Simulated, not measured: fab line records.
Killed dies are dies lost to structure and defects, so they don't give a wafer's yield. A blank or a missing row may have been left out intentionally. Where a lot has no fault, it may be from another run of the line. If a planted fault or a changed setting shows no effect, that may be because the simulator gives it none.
fab line records	flow n5Finfet
record: lots: 24	wafers: 72	lastDay: 20
route steps=1938 shown SDB@376 HKMG_FIN@398
lots with no fault: from the same line, run without faults
startH: start of the lot's first displayed wafer, in hours after the record's first day	waitH: hours from the lot's prior step to this one	" repeats the value in the row above	L1.1+2: a single row standing in for several wafers	- no value, or no start given	* or withheld: withheld	< > ~ a bound
route shown NAME@n: a module of which the file shows steps, and the number in the route of the first	usual: mean/standard deviation of fault-free wafers	same: alike in all rows	chamber/n: place in a boat	sites: each site's reading	_std_site: their standard deviation	_edge_site: outer sites' mean less inner sites'	radiusMm: how far each site lies from the wafer's centre	mask NAME#n: copy n	behind: the most recent tool/chamber to have shaped the wafer	hold: cause of the lot's hold/its duration in hours/its outcome	device: the n, p or np transistor that did not switch	end of line: tests run on the same wafers once the route is complete	where a step has no rows: the recipe by itself	killed: dies that structure and defects cost at the first sort, which is not the same as the wafer's yield	map: a wafer's dies, x killed, . not, _ none there
set.NAME: the setting the step ran with; set.NAME@STEP: the setting that earlier step ran with	model.NAME: the simulator's own value behind a step, which no gauge read
one table for each step of the route and one row for each wafer, over a sample of lots
services: the hour from which a tool's chamber was out of use, counted from the record's first day as startH (under 0 if before that day), plus the number of hours and why
== steps ==
step: N5_SDB_INSPECT_36
recipe: inspectInstrument: darkfield	mode: postCmp
usual: rawDefectCount: 49/20
lot.wafer	tool	chamber	startH	waitH	rawDefectCount
L074.1	defectInspect-01	-	71.60	0.0	88
L074.2	"	-	"	"	76
L074.5	"	-	"	"	59
L075.1	defectInspect-01	-	77.50	0.0	36
L075.5	"	-	"	"	56
L075.6	"	-	"	"	46
L076.2	defectInspect-01	-	81.74	0.0	42
L076.3	"	-	"	"	43
L076.5	"	-	"	"	36
L077.1	defectInspect-02	-	88.26	0.0	19
L077.4	"	-	"	"	24
L077.5	"	-	"	"	28
L078.1	defectInspect-01	-	96.13	0.0	42
L078.5	"	-	"	"	54
L078.6	"	-	"	"	74
L079.1	defectInspect-01	-	101.87	0.0	24
L079.4	"	-	"	"	14
L079.5	"	-	"	"	23
L080.1	defectInspect-01	-	108.96	0.0	21
L080.5	"	-	"	"	55
L080.6	"	-	"	"	57
L081.4	defectInspect-01	-	113.35	0.0	60
L081.5	"	-	"	"	55
L081.6	"	-	"	"	37
L082.2	defectInspect-02	-	119.86	0.0	44
L082.4	"	-	"	"	35
L082.5	"	-	"	"	50
L083.4	defectInspect-01	-	126.17	0.0	35
L083.5	"	-	"	"	68
L083.6	"	-	"	"	48
L084.1	defectInspect-02	-	133.52	0.0	20
L084.2	"	-	"	"	45
L084.4	"	-	"	"	30
L085.2	defectInspect-02	-	136.36	0.0	63
L085.3	"	-	"	"	61
L085.5	"	-	"	"	105
L086.2	defectInspect-01	-	145.31	0.0	22
L086.4	"	-	"	"	21
L086.6	"	-	"	"	38
L087.3	defectInspect-01	-	146.85	0.0	62
L087.4	"	-	"	"	47
L087.6	"	-	"	"	43
L088.4	defectInspect-01	-	160.13	0.0	82
L088.5	"	-	"	"	43
L088.6	"	-	"	"	52
L089.1	defectInspect-01	-	165.43	0.0	57
L089.3	"	-	"	"	28
L089.4	"	-	"	"	57
L090.2	defectInspect-01	-	168.11	0.0	42
L090.4	"	-	"	"	46
L090.6	"	-	"	"	60
L091.2	defectInspect-01	-	174.52	0.0	49
L091.4	"	-	"	"	61
L091.5	"	-	"	"	58
L092.2	defectInspect-02	-	179.30	0.0	76
L092.4	"	-	"	"	63
L092.6	"	-	"	"	31
L093.1	defectInspect-02	-	185.56	0.0	35
L093.4	"	-	"	"	74
L093.5	"	-	"	"	78
L094.1	defectInspect-01	-	193.99	0.0	54
L094.2	"	-	"	"	39
L094.4	"	-	"	"	50
L095.3	defectInspect-01	-	199.93	0.0	16
L095.4	"	-	"	"	28
L095.6	"	-	"	"	25
L096.2	defectInspect-02	-	211.05	0.0	39
L096.4	"	-	"	"	47
L096.6	"	-	"	"	29
L097.1	defectInspect-02	-	213.37	0.0	52
L097.2	"	-	"	"	41
L097.6	"	-	"	"	64
step: N5_HKMG_FIN_CD_MEAS_49
recipe: targetCdNm: 202	landingEnergyEv: 500	detector: seInlens	polarity: opening
usual: cdNm: 201.8/0.5
lot.wafer	tool	chamber	startH	waitH	cdNm
L074.1	cdSem-03	0	73.06	-	201.3
L074.2	"	0	"	"	202.5
L074.5	"	0	"	"	201.4
L075.1	cdSem-02	0	79.01	-	201.4
L075.5	"	0	"	"	201.5
L075.6	"	0	"	"	201.6
L076.2	cdSem-01	0	83.32	-	202.0
L076.3	"	0	"	"	201.1
L076.5	"	0	"	"	201.2
L077.1	cdSem-01	0	90.94	-	201.9
L077.4	"	0	"	"	201.8
L077.5	"	0	"	"	202.3
L078.1	cdSem-03	0	97.66	-	201.9
L078.5	"	0	"	"	201.7
L078.6	"	0	"	"	201.4
L079.1	cdSem-01	0	103.44	-	202.0
L079.4	"	0	"	"	201.6
L079.5	"	0	"	"	202.6
L080.1	cdSem-03	0	110.50	-	201.6
L080.5	"	0	"	"	202.3
L080.6	"	0	"	"	202.1
L081.4	cdSem-02	0	114.94	-	202.2
L081.5	"	0	"	"	201.8
L081.6	"	0	"	"	202.6
L082.2	cdSem-03	0	121.44	-	201.6
L082.4	"	0	"	"	202.5
L082.5	"	0	"	"	202.2
L083.4	cdSem-01	0	127.70	-	201.0
L083.5	"	0	"	"	200.8
L083.6	"	0	"	"	201.7
L084.1	cdSem-01	0	135.05	-	200.9
L084.2	"	0	"	"	200.4
L084.4	"	0	"	"	200.6
L085.2	cdSem-02	0	137.77	-	201.3
L085.3	"	0	"	"	201.7
L085.5	"	0	"	"	202.3
L086.2	cdSem-03	0	146.98	-	202.8
L086.4	"	0	"	"	201.5
L086.6	"	0	"	"	202.3
L087.3	cdSem-01	0	148.43	-	202.0
L087.4	"	0	"	"	201.6
L087.6	"	0	"	"	202.0
L088.4	cdSem-01	0	161.62	-	201.6
L088.5	"	0	"	"	201.9
L088.6	"	0	"	"	201.9
L089.1	cdSem-02	0	166.99	-	201.7
L089.3	"	0	"	"	202.0
L089.4	"	0	"	"	201.3
L090.2	cdSem-02	0	170.14	-	201.7
L090.4	"	0	"	"	201.3
L090.6	"	0	"	"	202.5
L091.2	cdSem-02	0	176.13	-	202.2
L091.4	"	0	"	"	201.9
L091.5	"	0	"	"	202.2
L092.2	cdSem-01	0	180.71	-	201.4
L092.4	"	0	"	"	201.7
L092.6	"	0	"	"	201.4
L093.1	cdSem-02	0	187.12	-	202.0
L093.4	"	0	"	"	201.6
L093.5	"	0	"	"	201.8
L094.1	cdSem-01	0	195.51	-	202.2
L094.2	"	0	"	"	201.9
L094.4	"	0	"	"	202.2
L095.3	cdSem-02	0	201.60	-	201.9
L095.4	"	0	"	"	201.4
L095.6	"	0	"	"	201.9
L096.2	cdSem-01	0	212.72	-	201.1
L096.4	"	0	"	"	200.8
L096.6	"	0	"	"	202.1
L097.1	cdSem-02	0	215.22	-	201.7
L097.2	"	0	"	"	201.7
L097.6	"	0	"	"	202.4
step: N5_HKMG_FIN_OVL_MEAS_50
recipe: pointsPerWafer: 44
usual: NDIPOLE_OVL: 0.0/0.72
lot.wafer	tool	chamber	startH	waitH	NDIPOLE_OVL[nm]
L074.1	overlay-02	0	73.09	0.0	-0.8
L074.2	"	0	"	"	-1.8
L074.5	"	0	"	"	-0.5
L075.1	overlay-01	0	79.04	0.0	-0.2
L075.5	"	0	"	"	0.7
L075.6	"	0	"	"	-0.8
L076.2	overlay-01	0	83.35	0.0	0.3
L076.3	"	0	"	"	0.5
L076.5	"	0	"	"	0.2
L077.1	overlay-02	0	90.97	0.0	0.4
L077.4	"	0	"	"	0.8
L077.5	"	0	"	"	-1.0
L078.1	overlay-02	0	97.69	0.0	-0.2
L078.5	"	0	"	"	-0.5
L078.6	"	0	"	"	0.1
L079.1	overlay-01	0	103.47	0.0	-0.6
L079.4	"	0	"	"	-0.4
L079.5	"	0	"	"	-0.9
L080.1	overlay-01	0	110.53	0.0	0.2
L080.5	"	0	"	"	-0.1
L080.6	"	0	"	"	-0.2
L081.4	overlay-01	0	114.97	0.0	0.6
L081.5	"	0	"	"	-0.6
L081.6	"	0	"	"	1.0
L082.2	overlay-01	0	121.48	0.0	0.0
L082.4	"	0	"	"	-0.5
L082.5	"	0	"	"	-0.4
L083.4	overlay-02	0	127.73	0.0	-0.7
L083.5	"	0	"	"	-1.0
L083.6	"	0	"	"	-0.6
L084.1	overlay-01	0	135.08	0.0	-0.1
L084.2	"	0	"	"	0.0
L084.4	"	0	"	"	-0.3
L085.2	overlay-01	0	137.80	0.0	0.3
L085.3	"	0	"	"	-0.1
L085.5	"	0	"	"	-0.2
L086.2	overlay-01	0	147.02	0.0	0.1
L086.4	"	0	"	"	-0.3
L086.6	"	0	"	"	0.0
L087.3	overlay-01	0	148.46	0.0	1.0
L087.4	"	0	"	"	0.4
L087.6	"	0	"	"	0.7
L088.4	overlay-01	0	161.65	0.0	-1.1
L088.5	"	0	"	"	0.1
L088.6	"	0	"	"	-0.4
L089.1	overlay-02	0	167.02	0.0	1.0
L089.3	"	0	"	"	0.3
L089.4	"	0	"	"	-0.2
L090.2	overlay-01	0	170.17	0.0	-0.2
L090.4	"	0	"	"	0.3
L090.6	"	0	"	"	0.7
L091.2	overlay-02	0	176.18	0.0	-0.7
L091.4	"	0	"	"	-0.8
L091.5	"	0	"	"	0.0
L092.2	overlay-02	0	180.74	0.0	0.3
L092.4	"	0	"	"	0.4
L092.6	"	0	"	"	-0.4
L093.1	overlay-02	0	187.15	0.0	-0.4
L093.4	"	0	"	"	-0.1
L093.5	"	0	"	"	0.7
L094.1	overlay-02	0	195.54	0.0	-1.0
L094.2	"	0	"	"	-0.6
L094.4	"	0	"	"	-0.8
L095.3	overlay-01	0	201.63	0.0	1.7
L095.4	"	0	"	"	0.5
L095.6	"	0	"	"	1.1
L096.2	overlay-02	0	212.75	0.0	-0.3
L096.4	"	0	"	"	-1.2
L096.6	"	0	"	"	-0.8
L097.1	overlay-02	0	215.25	0.0	1.8
L097.2	"	0	"	"	1.2
L097.6	"	0	"	"	0.8
step: N5_HKMG_FIN_INSPECT_61
recipe: mode: adi	inspectInstrument: macro
usual: rawDefectCount: 2.1/1.6
lot.wafer	tool	chamber	startH	waitH	rawDefectCount
L074.1	defectInspect-02	-	73.11	0.0	2
L074.2	"	-	"	"	2
L074.5	"	-	"	"	4
L075.1	defectInspect-01	-	79.07	0.0	2
L075.5	"	-	"	"	2
L075.6	"	-	"	"	6
L076.2	defectInspect-01	-	83.38	0.0	1
L076.3	"	-	"	"	0
L076.5	"	-	"	"	2
L077.1	defectInspect-02	-	91.00	0.0	1
L077.4	"	-	"	"	0
L077.5	"	-	"	"	0
L078.1	defectInspect-02	-	97.71	0.0	3
L078.5	"	-	"	"	0
L078.6	"	-	"	"	3
L079.1	defectInspect-01	-	103.49	0.0	1
L079.4	"	-	"	"	4
L079.5	"	-	"	"	1
L080.1	defectInspect-02	-	110.56	0.0	2
L080.5	"	-	"	"	1
L080.6	"	-	"	"	1
L081.4	defectInspect-02	-	115.00	0.0	1
L081.5	"	-	"	"	0
L081.6	"	-	"	"	2
L082.2	defectInspect-01	-	121.50	0.0	5
L082.4	"	-	"	"	2
L082.5	"	-	"	"	4
L083.4	defectInspect-01	-	127.76	0.0	2
L083.5	"	-	"	"	3
L083.6	"	-	"	"	1
L084.1	defectInspect-01	-	135.10	0.0	5
L084.2	"	-	"	"	0
L084.4	"	-	"	"	1
L085.2	defectInspect-02	-	137.82	0.0	5
L085.3	"	-	"	"	1
L085.5	"	-	"	"	2
L086.2	defectInspect-01	-	147.05	0.0	2
L086.4	"	-	"	"	0
L086.6	"	-	"	"	1
L087.3	defectInspect-02	-	148.49	0.0	3
L087.4	"	-	"	"	2
L087.6	"	-	"	"	7
L088.4	defectInspect-02	-	161.67	0.0	3
L088.5	"	-	"	"	3
L088.6	"	-	"	"	2
L089.1	defectInspect-01	-	167.05	0.0	2
L089.3	"	-	"	"	1
L089.4	"	-	"	"	2
L090.2	defectInspect-01	-	170.19	0.0	0
L090.4	"	-	"	"	4
L090.6	"	-	"	"	3
L091.2	defectInspect-02	-	176.20	0.0	2
L091.4	"	-	"	"	1
L091.5	"	-	"	"	5
L092.2	defectInspect-01	-	180.76	0.0	3
L092.4	"	-	"	"	1
L092.6	"	-	"	"	3
L093.1	defectInspect-01	-	187.18	0.0	3
L093.4	"	-	"	"	2
L093.5	"	-	"	"	2
L094.1	defectInspect-01	-	195.57	0.0	3
L094.2	"	-	"	"	3
L094.4	"	-	"	"	1
L095.3	defectInspect-02	-	201.65	0.0	3
L095.4	"	-	"	"	2
L095.6	"	-	"	"	3
L096.2	defectInspect-01	-	212.78	0.0	1
L096.4	"	-	"	"	2
L096.6	"	-	"	"	0
L097.1	defectInspect-01	-	215.27	0.0	1
L097.2	"	-	"	"	0
L097.6	"	-	"	"	1
step: N5_HKMG_FIN_ETCH_58
recipe: chemistry: N2/H2	target: SOC	targetDepthA: 2158	ionEnergyEv: 50	biasW: 13	timeS: 741	pressureMtorr: 30	sourceW: 875	n2FlowSccm: 200	h2FlowSccm: 200
usual: drypumpMotorCurrentA: 5.8/0.45	h2FlowSccm: 200.0/0.59	n2FlowSccm: 199.9/0.56	oesProductAu: 0.75/0.067	rfVppV: 98.9/0.95	showerheadPlenumPTorr: 2.51/0.069	throttleValvePct: 17.99/0.24
lot.wafer	tool	chamber	startH	waitH	drypumpMotorCurrentA	h2FlowSccm	n2FlowSccm	oesProductAu	rfHoursCounterH	rfVppV	showerheadPlenumPTorr	throttleValvePct
L074.1	rieDiel-03	0	73.96	0.0	5.7	200.5	200.5	0.77	128	98.8	2.45	18.07
L074.2	"	2	"	"	5.8	200.5	199.0	0.68	245	98.6	2.40	18.14
L074.5	"	0	"	"	5.7	200.2	200.0	0.76	-	97.9	2.45	18.06
L075.1	rieDiel-03	1	79.40	0.0	5.5	199.5	199.2	0.72	201	100.0	2.52	18.21
L075.5	"	1	"	"	5.5	199.3	199.8	0.71	-	98.6	2.52	18.22
L075.6	"	0	"	"	5.7	199.9	199.6	0.76	-	97.1	2.45	18.07
L076.2	rieDiel-05	1	83.71	0.0	6.5	200.3	200.3	0.74	179	98.5	2.43	18.08
L076.3	"	0	"	"	6.5	200.4	200.2	0.70	245	97.9	2.50	17.71
L076.5	"	3	"	"	5.4	199.4	199.7	0.73	-	99.3	2.52	18.22
L077.1	rieDiel-05	2	91.34	0.0	6.2	199.7	198.6	0.76	148	99.0	2.54	17.90
L077.4	"	2	"	"	6.3	199.3	199.8	0.76	-	99.4	2.55	17.93
L077.5	"	3	"	"	5.4	199.9	200.5	0.72	-	98.0	2.52	18.22
L078.1	rieDiel-03	0	98.07	0.0	5.7	198.6	199.7	0.76	136	99.1	2.45	18.06
L078.5	"	1	"	"	5.5	199.8	200.5	0.71	-	99.3	2.51	18.23
L078.6	"	0	"	"	5.7	200.0	198.8	0.76	-	99.7	2.45	18.07
L079.1	rieDiel-03	0	104.16	0.0	5.8	200.4	199.8	0.75	140	98.3	2.45	18.07
L079.4	"	0	"	"	5.7	200.2	200.2	0.75	-	97.9	2.45	18.08
L079.5	"	1	"	"	5.5	200.4	200.0	0.70	-	98.9	2.51	18.24
L080.1	rieDiel-05	2	110.99	0.0	6.2	200.2	200.0	0.76	156	99.8	2.54	17.93
L080.5	"	1	"	"	6.5	200.8	199.2	0.74	-	97.8	2.43	18.07
L080.6	"	0	"	"	6.5	200.2	199.3	0.69	-	99.0	2.50	17.72
L081.4	rieDiel-05	1	115.54	0.2	6.5	199.6	200.3	0.74	-	99.4	2.43	18.08
L081.5	"	2	"	"	6.3	200.1	200.1	0.76	-	98.7	2.54	17.94
L081.6	"	3	"	"	5.4	200.4	200.3	0.72	-	99.9	2.52	18.26
L082.2	rieDiel-05	3	121.84	0.0	5.4	199.4	200.6	0.73	188	99.6	2.52	18.25
L082.4	"	2	"	"	6.3	200.4	198.9	0.75	-	98.5	2.54	17.94
L082.5	"	1	"	"	6.5	199.8	200.3	0.73	-	96.7	2.43	18.10
L083.4	rieDiel-06	1	128.09	0.0	5.8	199.9	200.0	0.78	122	97.7	2.45	17.92
L083.5	"	0	"	"	5.7	199.5	199.9	0.71	-	98.6	2.51	18.05
L083.6	"	1	"	"	5.8	200.3	199.3	0.78	-	98.9	2.45	17.91
L084.1	rieDiel-05	3	135.44	0.0	5.4	199.6	199.5	0.72	193	98.3	2.52	18.26
L084.2	"	2	"	"	6.3	199.9	200.3	0.74	167	98.8	2.54	17.96
L084.4	"	1	"	"	6.5	200.3	199.8	0.72	-	99.2	2.43	18.10
L085.2	rieDiel-06	3	138.16	0.0	4.9	199.6	199.4	0.70	224	100.0	2.51	18.37
L085.3	"	1	"	"	5.8	200.3	200.0	0.77	124	98.8	2.45	17.92
L085.5	"	3	"	"	4.9	201.3	199.6	0.70	-	99.3	2.51	18.36
L086.2	rieDiel-06	3	147.39	0.0	4.9	200.7	200.0	0.70	228	98.2	2.51	18.39
L086.4	"	2	"	"	5.5	199.0	200.6	0.81	83	98.5	2.58	17.72
L086.6	"	2	"	"	5.6	199.2	199.3	0.81	-	98.7	2.58	17.73
L087.3	rieDiel-06	1	148.82	0.0	5.8	200.2	200.4	0.77	128	98.6	2.45	17.93
L087.4	"	2	"	"	5.6	200.5	199.9	0.82	84	99.1	2.58	17.73
L087.6	"	1	"	"	5.8	199.9	200.4	0.77	-	98.5	2.44	17.94
L088.4	rieDiel-03	3	162.01	0.0	5.3	199.3	200.4	0.70	201	99.7	2.52	17.75
L088.5	"	2	"	"	5.8	200.3	199.7	0.94	-	98.8	2.71	17.68
L088.6	"	3	"	"	5.3	200.6	199.8	0.70	-	98.9	2.52	17.75
L089.1	rieDiel-06	3	167.69	0.0	4.9	200.5	200.2	0.70	236	96.6	2.50	18.40
L089.3	"	2	"	"	5.6	199.0	199.8	0.82	91	98.9	2.57	17.76
L089.4	"	1	"	"	5.8	199.4	200.3	0.77	136	99.0	2.44	17.95
L090.2	rieDiel-05	1	170.53	0.0	6.5	200.0	200.9	0.71	213	99.4	2.42	18.11
L090.4	"	2	"	"	6.2	200.5	199.5	0.73	179	99.0	2.53	17.97
L090.6	"	2	"	"	6.3	200.2	199.6	0.73	-	99.7	2.53	17.96
L091.2	rieDiel-03	3	176.54	0.0	5.3	200.8	199.8	0.70	207	100.0	2.52	17.77
L091.4	"	2	"	"	5.8	201.4	199.9	0.93	23	101.1	2.71	17.70
L091.5	"	3	"	"	5.3	201.9	199.9	0.71	-	99.1	2.52	17.77
L092.2	rieDiel-05	0	181.10	0.0	6.5	198.6	199.2	0.94	12	101.1	2.50	17.29
L092.4	"	2	"	"	6.3	200.0	199.3	0.74	182	99.2	2.53	17.96
L092.6	"	1	"	"	6.5	199.9	200.2	0.71	-	97.5	2.42	18.12
L093.1	rieDiel-03	0	187.51	0.0	5.7	199.8	199.6	0.73	169	98.5	2.44	18.12
L093.4	"	2	"	"	5.8	200.2	200.2	0.93	27	99.9	2.70	17.72
L093.5	"	2	"	"	5.8	200.5	200.1	0.92	-	101.5	2.70	17.71
L094.1	rieDiel-03	2	195.90	0.0	5.8	200.0	199.2	0.91	31	100.0	2.70	17.72
L094.2	"	3	"	"	5.3	200.5	199.9	0.70	216	99.4	2.51	17.78
L094.4	"	0	"	"	5.7	199.3	198.9	0.73	174	98.5	2.43	18.14
L095.3	rieDiel-05	3	201.99	0.0	5.5	200.0	200.5	0.70	215	98.7	2.51	18.30
L095.4	"	1	"	"	6.5	201.0	199.6	0.71	223	98.5	2.42	18.13
L095.6	"	2	"	"	6.3	199.2	199.9	0.72	-	99.8	2.53	17.99
L096.2	rieDiel-05	2	213.11	0.0	6.3	199.4	199.7	0.73	193	99.8	2.53	18.00
L096.4	"	0	"	"	6.5	199.7	200.0	0.92	23	99.6	2.49	17.31
L096.6	"	3	"	"	5.4	200.1	199.6	0.70	-	98.6	2.50	18.29
L097.1	rieDiel-03	0	215.61	0.0	5.7	199.7	200.2	0.72	181	96.2	2.43	18.15
L097.2	"	2	"	"	5.8	199.8	200.8	0.90	41	100.1	2.70	17.75
L097.6	"	2	"	"	5.8	200.7	200.4	0.89	-	99.4	2.70	17.73
step: N5_HKMG_FIN_STRIP_93
recipe: chemistry: N2/H2	material: SOC	timeS: 20	powerW: 500	tempC: 40	pressureMtorr: 50	rfFrequencyHz: 6e+07	biasPowerW: 8	h2Frac: 0.5	n2FlowSccm: 300	h2FlowSccm: 300
usual: drypumpMotorCurrentA: 5.8/0.45	h2FlowSccm: 300.0/0.94	n2FlowSccm: 299.9/0.92	oesProductAu: 0.75/0.066	rfVppV: 54.2/0.89	showerheadPlenumPTorr: 3.32/0.087	throttleValvePct: 19.37/0.29
lot.wafer	tool	chamber	startH	waitH	drypumpMotorCurrentA	h2FlowSccm	n2FlowSccm	oesProductAu	rfHoursCounterH	rfVppV	showerheadPlenumPTorr	throttleValvePct
L074.1	rieDiel-03	0	74.38	0.2	5.8	299.1	299.0	0.77	129	54.1	3.24	19.50
L074.2	"	2	"	"	5.8	299.6	300.0	0.69	245	54.4	3.18	19.56
L074.5	"	0	"	"	5.7	301.2	299.5	0.77	-	53.8	3.24	19.49
L075.1	rieDiel-03	1	79.83	0.2	5.5	300.0	299.6	0.71	201	54.7	3.33	19.66
L075.5	"	1	"	"	5.4	300.2	300.0	0.72	-	53.1	3.33	19.66
L075.6	"	0	"	"	5.8	298.2	300.1	0.77	-	53.7	3.24	19.51
L076.2	rieDiel-05	1	84.14	0.2	6.5	300.3	300.1	0.75	179	53.5	3.22	19.52
L076.3	"	0	"	"	6.5	300.2	299.5	0.69	245	54.1	3.31	19.01
L076.5	"	3	"	"	5.4	299.2	301.2	0.73	-	53.9	3.34	19.66
L077.1	rieDiel-05	2	91.77	0.2	6.3	300.6	299.6	0.76	149	53.4	3.36	19.26
L077.4	"	2	"	"	6.3	300.0	300.5	0.76	-	55.0	3.36	19.26
L077.5	"	3	"	"	5.4	299.5	301.4	0.73	-	54.0	3.33	19.67
L078.1	rieDiel-03	0	98.49	0.2	5.7	298.3	300.6	0.76	137	52.6	3.24	19.51
L078.5	"	1	"	"	5.5	299.7	300.8	0.71	-	52.9	3.32	19.64
L078.6	"	0	"	"	5.7	300.2	301.8	0.77	-	53.2	3.24	19.52
L079.1	rieDiel-03	0	104.59	0.2	5.7	300.6	300.7	0.76	140	53.8	3.24	19.53
L079.4	"	0	"	"	5.7	299.4	301.9	0.76	-	54.7	3.24	19.54
L079.5	"	1	"	"	5.5	300.9	299.6	0.71	-	53.6	3.32	19.67
L080.1	rieDiel-05	2	111.42	0.2	6.3	299.8	299.5	0.75	156	55.2	3.36	19.27
L080.5	"	1	"	"	6.5	299.5	299.5	0.74	-	55.1	3.21	19.54
L080.6	"	0	"	"	6.5	298.1	298.8	0.69	-	55.6	3.30	19.01
L081.4	rieDiel-05	1	115.78	0.0	6.5	299.2	300.5	0.73	-	52.8	3.21	19.55
L081.5	"	2	"	"	6.3	298.1	301.0	0.74	-	54.3	3.36	19.28
L081.6	"	3	"	"	5.4	301.4	300.0	0.71	-	54.7	3.33	19.69
L082.2	rieDiel-05	3	122.26	0.2	5.4	299.9	299.5	0.72	188	55.4	3.33	19.69
L082.4	"	2	"	"	6.3	299.9	300.2	0.75	-	53.0	3.35	19.28
L082.5	"	1	"	"	6.5	299.9	298.8	0.73	-	54.2	3.21	19.56
L083.4	rieDiel-06	1	128.51	0.2	5.8	298.6	298.6	0.78	123	55.0	3.24	19.06
L083.5	"	0	"	"	5.8	300.1	301.2	0.72	-	53.3	3.31	19.28
L083.6	"	1	"	"	5.9	301.3	299.0	0.78	-	54.9	3.24	19.09
L084.1	rieDiel-05	3	135.87	0.2	5.4	300.7	299.4	0.71	193	54.0	3.32	19.70
L084.2	"	2	"	"	6.3	300.1	300.7	0.75	167	53.2	3.35	19.29
L084.4	"	1	"	"	6.5	301.5	300.4	0.73	-	54.8	3.21	19.54
L085.2	rieDiel-06	3	138.58	0.2	4.9	299.0	301.0	0.71	225	54.1	3.32	19.78
L085.3	"	1	"	"	5.8	299.1	299.2	0.79	124	54.8	3.24	19.08
L085.5	"	3	"	"	4.9	298.2	299.0	0.70	-	53.7	3.32	19.77
L086.2	rieDiel-06	3	147.82	0.2	4.9	300.6	300.9	0.70	228	55.1	3.31	19.78
L086.4	"	2	"	"	5.5	300.8	301.5	0.83	83	53.9	3.40	19.33
L086.6	"	2	"	"	5.6	301.7	299.9	0.81	-	55.7	3.40	19.35
L087.3	rieDiel-06	1	149.25	0.2	5.8	298.9	300.8	0.77	129	54.3	3.23	19.10
L087.4	"	2	"	"	5.5	299.8	299.0	0.82	84	52.6	3.40	19.35
L087.6	"	1	"	"	5.8	299.6	302.1	0.78	-	54.4	3.23	19.07
L088.4	rieDiel-03	3	162.43	0.2	5.3	299.5	301.0	0.72	202	54.0	3.33	18.95
L088.5	"	2	"	"	5.8	300.3	299.1	0.94	-	53.4	3.57	19.17
L088.6	"	3	"	"	5.3	299.0	299.6	0.72	-	55.3	3.33	18.94
L089.1	rieDiel-06	3	168.11	0.2	4.9	300.3	299.6	0.70	236	55.2	3.31	19.80
L089.3	"	2	"	"	5.6	299.6	299.3	0.81	91	55.7	3.40	19.37
L089.4	"	1	"	"	5.8	299.5	298.6	0.77	137	53.5	3.23	19.10
L090.2	rieDiel-05	1	170.95	0.2	6.5	300.0	299.0	0.71	213	54.6	3.20	19.59
L090.4	"	2	"	"	6.3	301.0	300.0	0.74	179	53.0	3.34	19.30
L090.6	"	2	"	"	6.3	298.6	300.8	0.74	-	53.9	3.34	19.31
L091.2	rieDiel-03	3	176.96	0.2	5.3	300.3	300.3	0.71	208	54.6	3.33	18.97
L091.4	"	2	"	"	5.8	300.5	297.3	0.94	24	54.7	3.57	19.18
L091.5	"	3	"	"	5.3	301.2	301.1	0.70	-	53.9	3.33	18.97
L092.2	rieDiel-05	0	181.52	0.2	6.5	299.1	299.7	0.94	12	53.2	3.30	18.63
L092.4	"	2	"	"	6.3	298.9	297.9	0.74	183	52.1	3.34	19.30
L092.6	"	1	"	"	6.5	298.9	298.2	0.72	-	54.0	3.20	19.58
L093.1	rieDiel-03	0	187.94	0.2	5.7	298.1	299.2	0.74	169	54.2	3.22	19.57
L093.4	"	2	"	"	5.9	299.1	300.2	0.92	27	53.8	3.56	19.18
L093.5	"	2	"	"	5.8	299.3	299.0	0.92	-	54.4	3.56	19.19
L094.1	rieDiel-03	2	196.33	0.2	5.8	300.3	300.8	0.91	32	55.8	3.56	19.18
L094.2	"	3	"	"	5.3	299.7	299.7	0.69	216	55.8	3.32	18.98
L094.4	"	0	"	"	5.7	300.7	300.5	0.73	174	53.0	3.22	19.57
L095.3	rieDiel-05	3	202.41	0.2	5.4	300.8	299.5	0.70	216	53.9	3.31	19.73
L095.4	"	1	"	"	6.5	297.9	298.7	0.71	223	52.9	3.20	19.60
L095.6	"	2	"	"	6.3	300.5	299.7	0.73	-	53.1	3.34	19.33
L096.2	rieDiel-05	2	213.54	0.2	6.3	300.4	298.7	0.72	193	54.3	3.34	19.32
L096.4	"	0	"	"	6.5	300.4	298.4	0.91	23	51.9	3.29	18.66
L096.6	"	3	"	"	5.4	301.0	299.2	0.69	-	55.5	3.31	19.74
L097.1	rieDiel-03	0	216.03	0.2	5.7	301.1	298.7	0.73	182	54.4	3.22	19.60
L097.2	"	2	"	"	5.8	301.2	300.8	0.90	41	55.2	3.56	19.20
L097.6	"	2	"	"	5.8	301.1	299.8	0.89	-	53.8	3.56	19.20
== services ==
tool	chamber	startH	hours	kind
rieDiel-06	0	64.39	4.9	repair
rieDiel-05	0	89.36	11.4	repair
rieDiel-03	2	92.45	-	clean
rieDiel-03	2	92.45	-	consumableReplace:focusRing
rieDiel-03	2	92.45	-	consumableReplace:showerhead
rieDiel-03	2	92.45	16.9	scheduledDown
rieDiel-03	2	92.45	16.9	ventCycle
rieDiel-05	0	111.47	-	clean
rieDiel-05	0	111.47	-	consumableReplace:focusRing
rieDiel-05	0	111.47	29.9	scheduledDown
rieDiel-05	0	111.47	29.9	ventCycle
rieDiel-05	-	156.79	2.8	pm
rieDiel-03	2	170.07	2.4	repair
rieDiel-06	0	187.27	-	clean
rieDiel-06	0	187.27	-	consumableReplace:focusRing
rieDiel-06	0	187.27	16.8	scheduledDown
rieDiel-06	0	187.27	16.8	ventCycle
rieDiel-06	3	204.37	-	clean
rieDiel-06	3	204.37	-	consumableReplace:focusRing
rieDiel-06	3	204.37	20.5	scheduledDown
rieDiel-03	1	211.56	-	clean
rieDiel-03	1	211.56	-	consumableReplace:focusRing
rieDiel-03	1	211.56	15.2	scheduledDown
rieDiel-03	1	211.56	15.2	ventCycle
== key ==
fault none
